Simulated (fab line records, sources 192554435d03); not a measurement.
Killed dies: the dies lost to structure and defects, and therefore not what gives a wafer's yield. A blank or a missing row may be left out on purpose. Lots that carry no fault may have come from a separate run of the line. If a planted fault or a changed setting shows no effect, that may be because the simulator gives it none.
Struck lot and sound lot, side by side -- flow n5-finfet -- 43 out of 1938 route steps
Sound: wafers L237.2, L237.3, L237.5. Struck: wafers L242.2, L242.5, L242.6. The cause comes at the end.
Per side, at each step with rows, come the tool, then ch with its chambers, and then its first start. Under that, the readings that differ: sound wafers -- struck wafers -- difference of the means -- sigmas: that difference in standard deviations of wafers without a fault.
alike: a reading whose means differ by less than 2 such deviations, as well as words and numbers matching on both sides. not compared: withheld readings; readings where some wafer has no value; bounds like >300 that might hide an equal value; numbers whose values overlap and for which the record gives no deviation.
Wherever a step has rows on one side only, a row that says differs or no value, or a row with sigmas, the two part there. Numbers that have no deviation but don't overlap get no sigmas and don't part them. A reading missing from all wafers of one side parts the sides only when that side holds two or more wafers.

first, 4 steps without rows for these wafers: N5_MOL_CONTACT_COAG_PRE_CLEAN_121; N5_MOL_CONTACT_COAG_CVD_140 (deposits W, target thk 66.5 nm, time 215 s); N5_MOL_CONTACT_COAG_PRECLEAN_127 (cleans in DIW, time 57.5 s); N5_MOL_CONTACT_COAG_SRD_128 (dry time 32 s).
N5_MOL_CONTACT_COAG_CMP_52: polishes, stops on SiO2, t overpolish 1.5 s, target thk 66.5 nm.
  sound on cmp-01 ch 0,1,3, day 6 05:01; struck on cmp-03 ch 2,3, day 7 11:22
  alike: motor-current-A, overpolish-run-s, platen-rpm, time-to-endpoint-s
N5_MOL_CONTACT_COAG_THK_MEAS_53:
  sound: film-metro-01 at day 6 05:18; struck: film-metro-01 at day 7 11:39
  alike: VIA_MOL_THK
then, 1 step without rows for these wafers: N5_MOL_CONTACT_COAG_ANNEAL_112 (time 1800 s).
N5_MOL_CONTACT_COAG_INSPECT_97: inspects for defects (darkfield).
  sound: defect-inspect-01 at day 6 08:22; struck: defect-inspect-02 at day 7 14:43
  alike: raw-defect-count
then, 1 step without rows for these wafers: N5_BEOL_M0_SAQP_PECVD_00 (deposits SiCN from 3MS/NH3, target thk 8 nm, time 14 s).
N5_BEOL_M0_SAQP_ILD_DEP_01: deposits SiOC from DEMS/O2, target thk 45.419 nm, time 8.7 s.
  sound on pecvd-04 ch 0,2, day 6 08:43; struck on pecvd-01 ch 1,2, day 7 15:04
  alike: heater-power-w, showerhead-plenum-p-Torr, throttle-valve-pct
then, 1 step without rows for these wafers: N5_BEOL_M0_SAQP_HM_DEP_02 (deposits TiN, target thk 12 nm).
N5_BEOL_M0_SAQP_PECVD_03: deposits SiCN from 3MS/NH3, target thk 12 nm, time 21.1 s.
  sound on pecvd-03 ch 0,1,2, day 6 10:38; struck on pecvd-01 ch 0,2, day 7 15:19
  no value came back on the struck wafers for chamber-pressure-Torr (Torr), rf-fwd-power-W (W), showerhead-plenum-p-Torr (Torr), throttle-valve-pct (%); on the sound wafers chamber-pressure-Torr (Torr) reads 3.002 2.998 2.989
then, 3 steps without rows for these wafers: N5_BEOL_M0_SAQP_PECVD_96 (deposits a-Si from SiH4/He, target thk 45 nm, time 45.2 s); N5_BEOL_M0_SAQP_PECVD_97 (deposits SiNx from SiH4/NH3/N2, target thk 23 nm, time 19.9 s); N5_BEOL_M0_SAQP_PECVD_04 (deposits a-Si from SiH4/He, target thk 60 nm, time 60.2 s).
N5_BEOL_M0_SAQP_THK_MEAS_05:
  sound: film-metro-02 at day 6 10:50; struck: film-metro-02 at day 7 15:31
  alike: thk-nm
then, 9 steps without rows for these wafers: N5_BEOL_M0_SAQP_HM_DEP_111 (deposits SiO2 from SiH4/N2O, target thk 12 nm, time 7.2 s); N5_BEOL_M0_SAQP_COAT_81 (time 60 s, resist thk 100 nm); N5_BEOL_M0_SAQP_COAT_82 (time 60 s, resist thk 30 nm); N5_BEOL_M0_SAQP_COAT_08 (resist thk 90 nm); N5_BEOL_M0_SAQP_EBR_10; N5_BEOL_M0_SAQP_SOFTBAKE_09 (time 60 s); N5_BEOL_M0_SAQP_EXPOSE_11 (exposes mask M0 CORE, target cd 42 nm); N5_BEOL_M0_SAQP_PEB_12 (peb time 60 s); N5_BEOL_M0_SAQP_DEVELOP_13 (develop time 30 s).
N5_BEOL_M0_SAQP_CD_MEAS_14: target cd 42.5 nm.
  sound on cd-sem-03 ch 0, day 6 11:22; struck on cd-sem-03 ch 0, day 7 16:00
  alike: cd-nm
N5_BEOL_M0_SAQP_OVL_MEAS_15:
  sound on overlay-01 ch 0, day 6 11:23; struck on overlay-02 ch 0, day 7 16:02
  alike: M0_CORE_OVL
N5_BEOL_M0_SAQP_INSPECT_16: inspects for defects (brightfield).
  sound: defect-inspect-01 at day 6 11:25; struck: defect-inspect-01 at day 7 16:03
  alike: raw-defect-count
then, 2 steps without rows for these wafers: N5_BEOL_M0_SAQP_DESCUM_19 (chemistry O2, time 7.9 s); N5_BEOL_M0_SAQP_ETCH_83 (etches SiARC in CF4, target depth 39 nm, time 65 s).
N5_BEOL_M0_SAQP_ETCH_84: etches SOC in N2/H2, target depth 100 nm, overetch 20 nm, time 150 s.
  sound on rie-diel-03 ch 0,3, day 6 11:44; struck on rie-diel-04 ch 2,3, day 7 16:10
  alike: drypump-motor-current-A, oes-product-au, rf-vpp-V, showerhead-plenum-p-Torr, throttle-valve-pct
  not compared: rf-hours-counter-h
then, 3 steps without rows for these wafers: N5_BEOL_M0_SAQP_STRIP_80 (strips in N2/H2); N5_BEOL_M0_SAQP_HM_OPEN_112 (chemistry CHF3/O2, target SiO2, stops on a-Si, target depth 12 nm, time 13.5 s); N5_BEOL_M0_SAQP_STRIP_113 (strips in CHF3/O2).
N5_BEOL_M0_SAQP_MANDREL_ETCH_20: etches a-Si in HBr/Cl2, stops on SiNx, target depth 60 nm, bt time 10 s, time 30 s.
  sound on rie-si-05 ch 0,1,3, day 6 11:56; struck on rie-si-02 ch 1,2,3, day 7 16:22
  alike: drypump-motor-current-A, oes-product-au, throttle-valve-pct
  not compared: rf-hours-counter-h
then, 4 steps without rows for these wafers: N5_BEOL_M0_SAQP_STRIP_86 (strips in N2/H2); N5_BEOL_M0_SAQP_STRIP_115 (strips in post etch residue remover, time 60 s); N5_BEOL_M0_SAQP_SRD_93 (time 30 s); N5_BEOL_M0_SAQP_RECESS_114 (chemistry HF/NH3, target SiO2, target depth 14.4 nm, afs cycles 3, sublimation time 60 s).
N5_BEOL_M0_SAQP_SPACER1_ALD_98: deposits SiO2, target thk 12.8 nm, pulse time 1 s, purge time 2 s.
  sound on ald-sin-02 ch 0,3, day 6 12:34; struck on ald-sin-01 ch 0,1, day 7 17:47
  alike: heater-power-w, precursor-pulse-height-rel
then, 1 step without rows for these wafers: N5_BEOL_M0_SAQP_SPACER1_ETCHBACK_99 (etches SiO2 in CHF3/O2, target depth 15.4 nm, time 7.7 s).
N5_BEOL_M0_SAQP_CD_MEAS_29: target cd 14.4 nm.
  sound on cd-sem-02 ch 0, day 6 14:59; struck on cd-sem-03 ch 0, day 7 20:26
reading,sound,struck,difference,sigmas
cd-nm (nm),14.88 14.86 15.20,- - -,no value on the struck wafers,
N5_BEOL_M4_RC_MEAS_101:
  the record has rows for the sound wafers here (prober-02 ch 0, day 9 15:13) and none for the struck ones

== WHERE THEY PART ==
First at N5_BEOL_M0_SAQP_PECVD_03; last, within this record, at N5_BEOL_M4_RC_MEAS_101.

WHY: whatever the simulator had introduced
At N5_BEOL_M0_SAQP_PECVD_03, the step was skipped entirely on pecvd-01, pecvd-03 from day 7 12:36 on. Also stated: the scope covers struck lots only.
